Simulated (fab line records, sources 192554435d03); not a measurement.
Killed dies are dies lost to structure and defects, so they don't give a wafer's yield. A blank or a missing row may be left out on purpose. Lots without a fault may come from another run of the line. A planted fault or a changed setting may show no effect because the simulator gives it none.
Chamber matching | flow n5_finfet | N5_BEOL_M5_STRIP_64 on rie_diel-04: 4 sister chambers
The step strips in CF4. 16 wafers are shown with their chamber, then 8 later ones without.

WAFERS WITH THEIR CHAMBER
wafer  | chamber | showerhead_plenum_p_Torr (Torr) | drypump_motor_current_A (A) | throttle_valve_pct (%)
L074.2 | 2       | 1.84                            | 5.7                         | 13.64
L074.3 | 0       | 1.84                            | 5.4                         | 14.08
L074.6 | 3       | 1.91                            | 5.5                         | 13.09
L079.1 | 3       | 1.91                            | 5.5                         | 13.10
L079.2 | 1       | 1.84                            | 5.4                         | 13.64
L079.4 | 1       | 1.84                            | 5.4                         | 13.65
L082.2 | 3       | 1.91                            | 5.4                         | 13.11
L082.4 | 1       | 1.84                            | 5.3                         | 13.65
L082.6 | 3       | 1.91                            | 5.5                         | 13.11
L083.1 | 2       | 1.83                            | 5.7                         | 13.69
L083.5 | 3       | 1.91                            | 5.5                         | 13.14
L083.6 | 2       | 1.83                            | 5.7                         | 13.68
L084.3 | 0       | 1.83                            | 5.4                         | 13.55
L084.4 | 0       | 1.83                            | 5.4                         | 13.53
L084.5 | 3       | 1.91                            | 5.5                         | 13.13
L087.3 | 0       | 1.83                            | 5.4                         | 13.55

SIGNATURES (means of the wafers above)
reading                  | chamber 0 | chamber 1 | chamber 2 | chamber 3 | scatter within a chamber
showerhead_plenum_p_Torr | 1.8325    | 1.8400    | 1.8333    | 1.9100    | 0.00344
drypump_motor_current_A  | 5.400     | 5.367     | 5.700     | 5.483     | 0.0354
throttle_valve_pct       | 13.6775   | 13.6467   | 13.6700   | 13.1133   | 0.135
Rule: a wafer's distance from a chamber is the root of the sum, over the readings, of the square of ((its reading less the chamber's mean) divided by the reading's scatter). The wafer belongs to the nearest chamber; if the next one is less than 2 further off, it can't be placed. The scatter: the root of (the sum of the squares of (reading less its chamber's mean) over the shown wafers, divided by (wafers less chambers)).

WAFERS WITHOUT THEIR CHAMBER
wafer  | showerhead_plenum_p_Torr (Torr) | drypump_motor_current_A (A) | throttle_valve_pct (%)
L087.4 | 1.90                            | 5.5                         | 13.17
L087.6 | 1.83                            | 5.4                         | 13.57
L090.3 | 1.84                            | 5.3                         | 13.12
L090.4 | 1.84                            | 5.3                         | 13.09
L090.6 | 1.83                            | 5.4                         | 13.56
L095.1 | 1.83                            | 5.7                         | 13.11
L095.3 | 1.83                            | 5.4                         | 13.57
L095.4 | 1.83                            | 5.3                         | 13.14

WHICH CHAMBER EACH WENT THROUGH
wafer  | from the rows above     | in truth
L087.4 | 3                       | 3
L087.6 | 0                       | 0
L090.3 | can't be placed: 1 or 0 | 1
L090.4 | can't be placed: 1 or 0 | 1
L090.6 | can't be placed: 0 or 1 | 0
L095.1 | 2                       | 2
L095.3 | 0                       | 0
L095.4 | can't be placed: 0 or 1 | 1
Placed correctly: 4 of 8. Can't be placed from these rows: 4 (the true chamber is among the candidates in 4). Placed wrongly: 0.
